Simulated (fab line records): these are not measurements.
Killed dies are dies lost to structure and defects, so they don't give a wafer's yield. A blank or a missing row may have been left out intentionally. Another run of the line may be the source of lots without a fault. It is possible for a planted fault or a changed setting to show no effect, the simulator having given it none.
What tool caused it? + flow nandHarc + 42 wafers from 14 lots sampled at 5 of the route's 1302 steps

## WHAT EACH GAUGE READ, for each wafer
NHARC_A_SLIT_CD_MEAS_21. Usual: cdNm at 289.7 nm, with a standard deviation of 0.97.
| lot  | measured     | on       | cdNm (nm)         | flag |
|------|--------------|----------|-------------------|------|
| L824 | day 19 07:47 | cdSem-01 | 290.7 290.2 290.3 |      |
| L825 | day 20 13:46 | cdSem-02 | 289.1 289.9 289.2 |      |
| L826 | day 20 17:31 | cdSem-03 | 288.3 289.0 288.7 |      |
| L828 | day 21 02:43 | cdSem-02 | 289.5 289.8 290.2 |      |
| L827 | day 21 03:06 | cdSem-03 | 290.7 290.6 290.0 |      |
| L829 | day 22 01:10 | cdSem-03 | 290.3 289.8 290.1 |      |
| L830 | day 22 20:34 | cdSem-01 | 289.8 290.4 289.8 |      |
| L832 | day 23 13:28 | cdSem-03 | 290.0 290.4 291.0 |      |
| L831 | day 23 14:33 | cdSem-02 | 289.0 289.0 288.4 |      |
| L839 | day 25 23:56 | cdSem-02 | 291.1 291.9 292.1 |      |
| L841 | day 27 06:22 | cdSem-01 | 287.1 288.1 287.5 |      |
| L842 | day 27 18:19 | cdSem-01 | 290.7 290.1 289.1 |      |
| L846 | day 28 16:38 | cdSem-01 | 288.4 289.0 288.5 |      |
| L847 | day 30 06:22 | cdSem-02 | 290.3 289.1 289.8 |      |

NHARC_END_SORT_01. Usual: killedAtArray 53, standard deviation 21; killedAtOther 1.1, standard deviation 1.5; killedAtPeriphery 3.9, standard deviation 2.7; killedDies 58, standard deviation 21; killedOpen 3.4, standard deviation 1.9; killedShort 2.3, standard deviation 1.5.
| lot  | measured     | on        | killedAtArray | killedAtOther | killedAtPeriphery | killedDies | killedOpen | killedShort | flag |
|------|--------------|-----------|---------------|---------------|-------------------|------------|------------|-------------|------|
| L824 | day 23 19:09 | prober-02 | 39 55 57      | 2 2 0         | 2 2 0             | 43 59 57   | 4 4 5      | 2 3 2       |      |
| L825 | day 25 06:32 | prober-01 | 68 86 61      | 1 0 0         | 5 2 2             | 74 88 63   | 3 4 3      | 2 0 0       |      |
| L826 | day 25 04:52 | prober-02 | 59 66 64      | 1 4 3         | 7 8 4             | 67 78 71   | 1 2 2      | 2 2 6       |      |
| L828 | day 25 18:00 | prober-01 | 64 70 71      | 1 2 1         | 4 2 5             | 69 74 77   | 5 5 1      | 3 1 1       |      |
| L827 | day 25 13:38 | prober-02 | 30 20 21      | 0 0 0         | 3 2 1             | 33 22 22   | 3 2 0      | 3 3 4       |      |
| L829 | day 26 22:52 | prober-02 | 51 62 62      | 0 0 2         | 8 7 4             | 59 69 68   | 3 6 2      | 1 1 1       |      |
| L830 | day 28 15:59 | prober-01 | 48 50 50      | 0 0 0         | 4 3 0             | 52 53 50   | 4 1 3      | 2 3 0       |      |
| L832 | day 28 01:53 | prober-01 | 23 29 22      | 2 4 3         | 2 1 10            | 27 34 35   | 2 3 3      | 2 5 5       |      |
| L839 | day 31 21:47 | prober-01 | 40 44 50      | 0 0 0         | 12 5 13           | 52 49 63   | 2 3 5      | 1 3 4       |      |
| L841 | day 31 13:11 | prober-02 | 33 32 31      | 2 0 1         | 0 0 0             | 35 32 32   | 4 3 3      | 1 2 4       |      |
| L842 | day 32 00:08 | prober-01 | 42 34 30      | 1 1 0         | 5 1 4             | 48 36 34   | 7 2 3      | 1 5 3       |      |
| L846 | day 33 06:16 | prober-01 | 83 75 57      | 6 1 3         | 8 4 5             | 97 80 65   | 2 3 3      | 3 1 2       |      |
| L847 | day 34 19:23 | prober-01 | 43 44 45      | 1 2 0         | 0 3 4             | 44 49 49   | 3 4 3      | 0 1 2       |      |

## WHAT TOOL EACH LOT RAN ON (gives the tool, then ch and the chambers of the sampled wafers, and finally the start)
| lot  | NHARC_A_WL_FILL_RTA_01          | NHARC_A_WL_FILL_CVD_23          | NHARC_A_CONTACT_DEP_24          |
|------|---------------------------------|---------------------------------|---------------------------------|
| L824 | rtpAnneal-02 ch 0, day 19 14:29 | lpcvdPoly-02 ch 0, day 20 09:28 | pecvd-03 ch 0,1, day 20 13:13   |
| L825 | rtpAnneal-01 ch 0, day 20 20:55 | lpcvdPoly-02 ch 0, day 21 21:11 | pecvd-04 ch 1,2, day 22 00:59   |
| L826 | rtpAnneal-01 ch 0, day 21 00:38 | lpcvdPoly-03 ch 0, day 21 17:47 | pecvd-03 ch 1,2, day 21 21:35   |
| L828 | rtpAnneal-02 ch 0, day 21 09:52 | lpcvdPoly-03 ch 0, day 22 08:56 | pecvd-01 ch 0,1,2, day 22 12:47 |
| L827 | rtpAnneal-01 ch 0, day 21 09:52 | lpcvdPoly-02 ch 0, day 22 05:53 | pecvd-01 ch 0,1,2, day 22 09:40 |
| L829 | rtpAnneal-02 ch 0, day 22 08:11 | lpcvdPoly-02 ch 0, day 23 04:01 | pecvd-01 ch 0,1,2, day 23 08:00 |
| L830 | rtpAnneal-01 ch 0, day 23 03:32 | lpcvdPoly-04 ch 0, day 25 01:11 | pecvd-01 ch 0,1, day 25 05:14   |
| L832 | rtpAnneal-02 ch 0, day 23 20:34 | lpcvdPoly-04 ch 0, day 24 11:01 | pecvd-01 ch 1,2, day 24 14:57   |
| L831 | rtpAnneal-01 ch 0, day 23 20:30 | lpcvdPoly-04 ch 0, day 25 17:01 | pecvd-03 ch 0,1,2, day 25 20:46 |
| L839 | rtpAnneal-02 ch 0, day 26 06:59 | lpcvdPoly-02 ch 0, day 28 02:47 | pecvd-04 ch 1,2, day 28 06:40   |
| L841 | rtpAnneal-02 ch 0, day 27 13:19 | lpcvdPoly-02 ch 0, day 28 03:41 | pecvd-03 ch 1,2, day 28 07:34   |
| L842 | rtpAnneal-01 ch 0, day 28 01:24 | lpcvdPoly-04 ch 0, day 28 15:33 | pecvd-01 ch 1,2, day 28 19:22   |
| L846 | rtpAnneal-02 ch 0, day 29 00:33 | lpcvdPoly-03 ch 0, day 29 16:01 | pecvd-03 ch 1,2, day 29 19:49   |
| L847 | rtpAnneal-01 ch 0, day 30 13:20 | lpcvdPoly-04 ch 0, day 31 07:03 | pecvd-01 ch 0,1, day 31 10:52   |
- NHARC_A_WL_FILL_RTA_01: time 5 s.
- NHARC_A_WL_FILL_CVD_23: deposits poly-Si, target thk 40 nm, time 800 s.
- NHARC_A_CONTACT_DEP_24: deposits SiO2, target thk 500 nm.

## WHAT THE TOOLS THEMSELVES READ (means of the sampled wafers that have a number; where no wafer has one, the mark that the record gives instead)
NHARC_A_WL_FILL_RTA_01. Usual: lampPowerPct 32.3 %, standard deviation 3; wafer_temp_C_max 1007.7, standard deviation 1.4.
| lot  | tool         | lampPowerPct (%) | wafer_temp_C_max | flag |
|------|--------------|------------------|------------------|------|
| L824 | rtpAnneal-02 | 29.0             | 1009.1           |      |
| L825 | rtpAnneal-01 | 35.0             | 1006.7           |      |
| L826 | rtpAnneal-01 | 34.9             | 1006.6           |      |
| L828 | rtpAnneal-02 | 29.0             | 1008.1           |      |
| L827 | rtpAnneal-01 | 35.0             | 1008.7           |      |
| L829 | rtpAnneal-02 | 29.1             | 1007.4           |      |
| L830 | rtpAnneal-01 | 35.0             | 1007.9           |      |
| L832 | rtpAnneal-02 | 29.1             | 1007.3           |      |
| L831 | rtpAnneal-01 | 35.0             | 1008.0           |      |
| L839 | rtpAnneal-02 | 29.0             | 1008.5           |      |
| L841 | rtpAnneal-02 | 29.0             | 1008.3           |      |
| L842 | rtpAnneal-01 | 35.0             | 1007.2           |      |
| L846 | rtpAnneal-02 | 29.0             | 1008.5           |      |
| L847 | rtpAnneal-01 | 35.0             | 1007.6           |      |

NHARC_A_WL_FILL_CVD_23. Usual: zonePowerBottomPct 12.08 %, standard deviation 0.27; zonePowerUpperPct 8.4 %, standard deviation 0.73.
| lot  | tool         | zonePowerBottomPct (%) | zonePowerUpperPct (%) | flag |
|------|--------------|------------------------|-----------------------|------|
| L824 | lpcvdPoly-02 | 11.83                  | 9.2                   |      |
| L825 | lpcvdPoly-02 | 12.11                  | 9.2                   |      |
| L826 | lpcvdPoly-03 | 12.41                  | 7.4                   |      |
| L828 | lpcvdPoly-03 | 12.47                  | 7.4                   |      |
| L827 | lpcvdPoly-02 | 11.86                  | 9.2                   |      |
| L829 | lpcvdPoly-02 | 11.91                  | 9.2                   |      |
| L830 | lpcvdPoly-04 | 11.89                  | 8.5                   |      |
| L832 | lpcvdPoly-04 | 11.95                  | 8.4                   |      |
| L831 | lpcvdPoly-04 | 11.86                  | 8.6                   |      |
| L839 | lpcvdPoly-02 | 11.95                  | 9.2                   |      |
| L841 | lpcvdPoly-02 | 11.95                  | 9.2                   |      |
| L842 | lpcvdPoly-04 | 11.92                  | 8.4                   |      |
| L846 | lpcvdPoly-03 | 12.44                  | 7.3                   |      |
| L847 | lpcvdPoly-04 | 12.01                  | 8.5                   |      |

NHARC_A_CONTACT_DEP_24. Usual: heaterPowerW 523 W, standard deviation 79; throttleValvePct 16.0 %, standard deviation 0.4.
| lot  | tool     | heaterPowerW (W) | throttleValvePct (%) | flag |
|------|----------|------------------|----------------------|------|
| L824 | pecvd-03 | 476              | 16.5                 |      |
| L825 | pecvd-04 | 598              | 15.5                 |      |
| L826 | pecvd-03 | 540              | 15.8                 |      |
| L828 | pecvd-01 | 534              | 15.9                 |      |
| L827 | pecvd-01 | 457              | 15.8                 |      |
| L829 | pecvd-01 | 491              | 16.0                 |      |
| L830 | pecvd-01 | 485              | 15.9                 |      |
| L832 | pecvd-01 | 566              | 15.9                 |      |
| L831 | pecvd-03 | 512              | 16.1                 |      |
| L839 | pecvd-04 | 596              | 15.8                 |      |
| L841 | pecvd-03 | 517              | 15.9                 |      |
| L842 | pecvd-01 | 508              | 16.0                 |      |
| L846 | pecvd-03 | 524              | 16.1                 |      |
| L847 | pecvd-01 | 552              | 16.2                 |      |

## THE ANSWER, worked out from the rows above alone
Rule: a lot is off if the mean of its wafers that have a number lies more than 3 standard deviations from the usual mean. Also off: a lot with no number at a reading for which 4 or more lots have one. Any other lot the step has rows for is counted as sound. The gauges are gone through in route order, then the tools' own readings, and for those a lot's mean is taken as printed above. At the first step where some lot is off, the reading lying furthest off is the one used; lots without a number count as furthest.
Across all readings shown, no lot is off: no conclusion can be drawn from this.

## WHAT HAD BEEN PUT IN BY THE SIMULATOR
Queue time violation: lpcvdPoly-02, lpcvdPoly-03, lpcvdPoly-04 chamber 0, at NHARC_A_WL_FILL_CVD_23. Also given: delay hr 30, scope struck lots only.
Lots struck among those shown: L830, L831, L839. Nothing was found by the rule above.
